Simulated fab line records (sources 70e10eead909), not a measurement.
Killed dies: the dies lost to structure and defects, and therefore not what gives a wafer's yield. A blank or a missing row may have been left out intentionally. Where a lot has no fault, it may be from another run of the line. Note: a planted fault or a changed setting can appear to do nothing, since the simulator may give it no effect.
Struck lot and sound lot, side by side ; flow nand harc ; 38 out of 1302 route steps
Sound: the wafers L178.3, L178.4, L178.6. Wafers struck: L175.4, L175.5, L175.6. At the end, the cause is stated.
For every step that has rows: the tool of each side, followed by ch and its chambers, followed by its first start. Under that, the readings that differ: sound wafers ; struck wafers ; difference of the means ; sigmas: that difference in standard deviations of wafers without a fault.
alike: same words and numbers on both sides, and readings whose means sit less than 2 such deviations apart. not compared: any withheld reading, any reading some wafer has no value for, any bound like >300 that may hide the same value, and any number with overlapping values for which the record gives no deviation.
The two part at a step that has a row with sigmas, a row that says differs or no value, or rows on one side only. Numbers that don't overlap but have no deviation are shown without sigmas and don't part them. A reading missing from all wafers of one side parts the sides only when that side holds two or more wafers.

NHARC_A_SOURCE_PLATE_THK_MEAS_09: measures by ellipsometry.
  sound: film metro-02 at day 15 00:13; struck: film metro-01 at day 14 00:08
  alike: thk nm
then, 3 steps without rows for these wafers: NHARC_A_SOURCE_PLATE_PVD_04 (deposits WSi2, target thk 50 nm); NHARC_A_SOURCE_PLATE_CVD_03 (deposits poly-Si, target thk 200 nm, time 4000 s); NHARC_A_SOURCE_PLATE_ANNEAL_05 (time 1800 s).
NHARC_A_SOURCE_PLATE_THK_MEAS_06: measures by ellipsometry.
  sound: film metro-02 at day 15 12:53; struck: film metro-02 at day 14 14:37
  alike: thk nm
NHARC_A_SOURCE_PLATE_INSPECT_08:
  sound: defect inspect-01 at day 15 12:59; struck: defect inspect-01 at day 14 14:41
  alike: raw defect count
then, no rows for these wafers at 1 step: NHARC_A_ONON_D1_DEP_00 (target thk 1000 nm).
NHARC_A_ONON_D1_THK_MEAS_02: measures by ellipsometry.
  sound: film metro-02 at day 15 13:34; struck: film metro-02 at day 14 15:16
  alike: thk nm
then, no rows for these wafers at 1 step: NHARC_A_ONON_D1_DEP_03 (target thk 1000 nm).
NHARC_A_ONON_D1_THK_MEAS_05: measures by ellipsometry.
  sound: film metro-01 at day 15 14:08; struck: film metro-02 at day 14 15:49
reading;sound;struck;difference;sigmas
thk nm (nm);998 997 996;1021 1021 1022;+24;+2
NHARC_A_ONON_D1_DEP_06: target thk 1000 nm.
  sound on pecvd onon-01 ch 0, day 15 14:18; struck on pecvd onon-03 ch 0, day 14 16:03
NHARC_A_ONON_D1_THK_MEAS_08: measures by ellipsometry.
  sound: film metro-01 at day 15 14:41; struck: film metro-01 at day 14 16:23
  alike: thk nm
then, no rows for these wafers at 1 step: NHARC_A_ONON_D1_DEP_09 (target thk 1000 nm).
NHARC_A_ONON_D1_THK_MEAS_11: measures by ellipsometry.
  sound: film metro-01 at day 15 15:16; struck: film metro-01 at day 14 16:58
  alike: thk nm
then, no rows for these wafers at 1 step: NHARC_A_ONON_D1_DEP_12 (target thk 1000 nm).
NHARC_A_ONON_D1_THK_MEAS_14: measures by ellipsometry.
  sound: film metro-01 at day 15 15:50; struck: film metro-01 at day 14 17:31
  alike: thk nm
then, 2 steps without rows for these wafers: NHARC_A_ONON_D1_ANNEAL_15 (time 3600 s); NHARC_A_ONON_D1_DEP_16 (target thk 1000 nm).
NHARC_A_ONON_D1_THK_MEAS_18: measures by ellipsometry.
  sound: film metro-01 at day 15 23:39; struck: film metro-02 at day 15 01:18
  alike: thk nm
then, no rows for these wafers at 1 step: NHARC_A_ONON_D1_DEP_19 (target thk 1000 nm).
NHARC_A_ONON_D1_THK_MEAS_21: measures by ellipsometry.
  sound: film metro-02 at day 16 00:14; struck: film metro-02 at day 15 01:52
  alike: thk nm
then, no rows for these wafers at 1 step: NHARC_A_ONON_D1_DEP_22 (target thk 1000 nm).
NHARC_A_ONON_D1_THK_MEAS_24: measures by ellipsometry.
  sound: film metro-02 at day 16 00:48; struck: film metro-02 at day 15 02:26
reading;sound;struck;difference;sigmas
thk nm (nm);993 993 993;1018 1018 1018;+25;+2
then, no rows for these wafers at 1 step: NHARC_A_ONON_D1_DEP_25 (target thk 1000 nm).
NHARC_A_ONON_D1_THK_MEAS_27: measures by ellipsometry.
  sound: film metro-02 at day 16 01:22; struck: film metro-02 at day 15 03:00
  alike: thk nm
then, no rows for these wafers at 1 step: NHARC_A_ONON_D1_DEP_28 (target thk 1000 nm).
NHARC_A_ONON_D1_THK_MEAS_30: measures by ellipsometry.
  sound: film metro-01 at day 16 01:56; struck: film metro-01 at day 15 03:34
reading;sound;struck;difference;sigmas
thk nm (nm);993 994 992;1013 1014 1014;+21;+2
NHARC_A_ONON_D1_DEP_33: deposits SiO2, target thk 200 nm.
  sound on pecvd-02 ch 0,1,2, day 16 02:02; struck on pecvd-01 ch 0,1,2, day 15 03:46
  alike: heater power w, throttle valve pct
NHARC_A_ONON_D1_THK_MEAS_34: measures by ellipsometry.
  sound: film metro-01 at day 16 02:25; struck: film metro-02 at day 15 04:02
  alike: thk nm
NHARC_A_CHANNEL_HOLE_D1_DEP_00: deposits aC, target thk 3100 nm.
  sound on acl dep-02 ch 0, day 16 03:10; struck on acl dep-02 ch 0, day 15 05:12
  alike: throttle valve pct
NHARC_A_CHANNEL_HOLE_D1_DEP_01: deposits SiON, target thk 140 nm.
  sound on pecvd-04 ch 0,1,2, day 16 04:31; struck on pecvd-04 ch 0,1,2, day 15 06:16
  alike: heater power w
then, 6 steps without rows for these wafers: NHARC_A_CHANNEL_HOLE_D1_DEHYDRATE_02 (time 120 s); NHARC_A_CHANNEL_HOLE_D1_HMDS_03 (time 30 s); NHARC_A_CHANNEL_HOLE_D1_COAT_36 (time 75 s); NHARC_A_CHANNEL_HOLE_D1_COAT_37 (time 65 s); NHARC_A_CHANNEL_HOLE_D1_COAT_04 (resist thk 90 nm); NHARC_A_CHANNEL_HOLE_D1_SOFTBAKE_05 (time 55 s).
-- the record jumps here: 16 days lie between the struck wafers' starts before and after (it left off in module A_CHANNEL_HOLE_D1 and takes up again in module END, whose first step shown is number 1302 of the route) --
NHARC_END_SORT_01:
  here the record holds rows for the struck wafers (prober-02 ch 0, day 30 22:28) but none for the sound ones

WHERE THEY PART
Last at NHARC_END_SORT_01 as far as this record goes, first at NHARC_A_ONON_D1_THK_MEAS_05.

WHY: what had been put in by the simulator
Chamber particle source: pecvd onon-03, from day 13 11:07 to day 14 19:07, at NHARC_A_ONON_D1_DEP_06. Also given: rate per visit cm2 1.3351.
